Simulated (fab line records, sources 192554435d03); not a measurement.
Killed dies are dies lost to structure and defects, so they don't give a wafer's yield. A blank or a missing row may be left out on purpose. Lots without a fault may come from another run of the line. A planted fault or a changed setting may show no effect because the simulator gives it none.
Split-lot experiment | flow n5_finfet | 7 lots, 21 wafers read, on a route of 1938 steps

THE SPLIT
At N5_BEOL_M5_ETCH_41 (etches SiCN in CH3F/O2, target depth 31.5 nm, time 56.7 s), the setting source_w was moved away from the recipe's 395 W on 6 of the 21 wafers read, by -9.2% to +14.0%. The other wafers ran this setting at the recipe's value.

The reading is taken at the split's own step.

THE READING
rf_vpp_V, in V, at N5_BEOL_M5_ETCH_41 (etches SiCN in CH3F/O2, target depth 31.5 nm, time 56.7 s). Fault-free wafers of this fab line usually give 297.2 V, standard deviation 1.5 V.

wafer  | tool, chamber at the split | source_w as run, W | against the recipe | rf_vpp_V, V | against lot-mates on the recipe
L074.1 | rie_diel-05, 3             | 395                | recipe             | 297.2       | -
L074.4 | rie_diel-05, 1             | 395                | recipe             | 298.1       | -
L074.6 | rie_diel-05, 1             | 395                | recipe             | 297.8       | -
L079.1 | rie_diel-03, 3             | 395                | recipe             | 300.1       | -
L079.2 | rie_diel-03, 2             | 423.9              | +7.3%              | 290.0       | -8.8
L079.3 | rie_diel-03, 1             | 395                | recipe             | 297.4       | -
L080.1 | rie_diel-01, 1             | 395                | recipe             | 297.0       | -
L080.2 | rie_diel-01, 0             | 450.4              | +14.0%             | 283.4       | -13.6
L080.3 | rie_diel-01, 2             | 450.4              | +14.0%             | 282.7       | -14.3
L082.2 | rie_diel-01, 1             | 395                | recipe             | 295.1       | -
L082.3 | rie_diel-01, 0             | 395                | recipe             | 296.6       | -
L082.5 | rie_diel-01, 1             | 395                | recipe             | 296.8       | -
L085.1 | rie_diel-03, 3             | 358.6              | -9.2%              | 310.0       | +13.1
L085.3 | rie_diel-03, 0             | 358.6              | -9.2%              | 308.5       | +11.6
L085.4 | rie_diel-03, 2             | 395                | recipe             | 296.9       | -
L086.1 | rie_diel-05, 0             | 450.2              | +14.0%             | 283.3       | -14.1
L086.5 | rie_diel-05, 3             | 395                | recipe             | 298.5       | -
L086.6 | rie_diel-05, 2             | 395                | recipe             | 296.3       | -
L089.4 | rie_diel-01, 2             | 395                | recipe             | 297.1       | -
L089.5 | rie_diel-01, 2             | 395                | recipe             | 295.8       | -
L089.6 | rie_diel-01, 1             | 395                | recipe             | 295.6       | -

THE FIT
A straight line over all 21 wafers: rf_vpp_V changes by -1.08 V for each +1% of source_w; r = -0.98; the points scatter about the line by 1.3 V.
The same after taking each lot's own level away (the mean of its wafers on the recipe; 21 wafers): -1.1 V for each +1%; r = -0.99; scatter 1.1 V.
On that fit, the largest move of source_w shifts the reading by 15 V.
The lots' own levels span 296.17 to 298.75 V, that is 1.7 times the standard deviation above.
So the lot-to-lot level changes the slope little: the two slopes agree.
Check: with one of the wafers moved furthest among these (+14.0%) left out of the fit, the line predicts -15.5 V for it against its lot-mates. It came out at -13.6 V against them.
Tool readings at the split's step, against how far the setting was moved: rf_vpp_V r = -0.98.

THE FILE'S OWN FIT
rf_vpp_V changes by -1.08 V for each +1% of source_w, r = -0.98.
